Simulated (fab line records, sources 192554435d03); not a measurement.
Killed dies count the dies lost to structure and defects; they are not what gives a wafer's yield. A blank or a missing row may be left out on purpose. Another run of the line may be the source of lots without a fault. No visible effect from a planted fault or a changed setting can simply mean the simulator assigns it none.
Which tool was responsible? || flow n5 finfet || 9 lots, 27 wafers sampled, at 2 steps of a route of 1938

== WHAT EACH GAUGE READ, for each wafer ==
N5_GATE_CUT_OVL_MEAS_14.
{"lot": "L532", "measured": "day 4 20:13", "on": "overlay-02", "GATE_CUT_OVL (nm)": "-0.6 0.7 -0.3"}
{"lot": "L534", "measured": "day 5 04:50", "on": "overlay-01", "GATE_CUT_OVL (nm)": "0.3 0.7 -0.9"}
{"lot": "L537", "measured": "day 6 04:57", "on": "overlay-01", "GATE_CUT_OVL (nm)": "-0.8 -1.0 -0.6"}
{"lot": "L538", "measured": "day 6 11:00", "on": "overlay-02", "GATE_CUT_OVL (nm)": "-1.2 -0.2 0.7"}
{"lot": "L542", "measured": "day 7 07:42", "on": "overlay-02", "GATE_CUT_OVL (nm)": "-0.7 -0.8 -1.0"}
{"lot": "L544", "measured": "day 7 22:56", "on": "overlay-01", "GATE_CUT_OVL (nm)": "-2.0 -1.6 -1.6"}
{"lot": "L551", "measured": "day 9 12:56", "on": "overlay-01", "GATE_CUT_OVL (nm)": "-1.3 -1.1 -1.8"}
{"lot": "L552", "measured": "day 9 23:14", "on": "overlay-02", "GATE_CUT_OVL (nm)": "-0.1 -0.3 -0.1"}
{"lot": "L554", "measured": "day 10 05:04", "on": "overlay-01", "GATE_CUT_OVL (nm)": "0.5 0.1 -0.6"}

== EACH LOT AND THE TOOL THAT RAN IT (in order: tool; ch and the chambers of the sampled wafers; start) ==
{"lot": "L532", "N5_GATE_CUT_SAC_CAP_01": "ald sin-02 ch 0,1,3, day 4 17:13"}
{"lot": "L534", "N5_GATE_CUT_SAC_CAP_01": "ald sin-02 ch 2,3, day 5 01:52"}
{"lot": "L537", "N5_GATE_CUT_SAC_CAP_01": "ald sin-04 ch 0,3, day 6 01:52"}
{"lot": "L538", "N5_GATE_CUT_SAC_CAP_01": "ald sin-04 ch 0,1,2, day 6 07:55"}
{"lot": "L542", "N5_GATE_CUT_SAC_CAP_01": "ald sin-03 ch 1,2,3, day 7 04:36"}
{"lot": "L544", "N5_GATE_CUT_SAC_CAP_01": "ald sin-04 ch 2,3, day 7 19:56"}
{"lot": "L551", "N5_GATE_CUT_SAC_CAP_01": "ald sin-04 ch 0,1,3, day 9 09:48"}
{"lot": "L552", "N5_GATE_CUT_SAC_CAP_01": "ald sin-04 ch 0,1,3, day 9 20:07"}
{"lot": "L554", "N5_GATE_CUT_SAC_CAP_01": "ald sin-03 ch 1,2,3, day 10 02:05"}
- N5_GATE_CUT_SAC_CAP_01: material SiNx, target thk 24 nm, pulse time 1 s, ald cycles 480.

== THE ANSWER, worked out from the rows above alone ==
Rule: usual is defined by the lots themselves. The widest of any qualifying gaps counts: lots, ordered by their means at a reading, are off when they make up no more than a third of the lots, leave a main group of 4 or more, and stand apart from it by 3 or more times the standard deviation of that group's means. Not used: any main group whose means are identical at the precision the tables above print for the reading. Also off: a lot with no number at a reading for which 4 or more lots have one. All remaining lots with rows at the step are treated as sound.
None of the lots is off at any reading shown; this tells nothing.

== WHAT THE SIMULATOR HAD PUT IN ==
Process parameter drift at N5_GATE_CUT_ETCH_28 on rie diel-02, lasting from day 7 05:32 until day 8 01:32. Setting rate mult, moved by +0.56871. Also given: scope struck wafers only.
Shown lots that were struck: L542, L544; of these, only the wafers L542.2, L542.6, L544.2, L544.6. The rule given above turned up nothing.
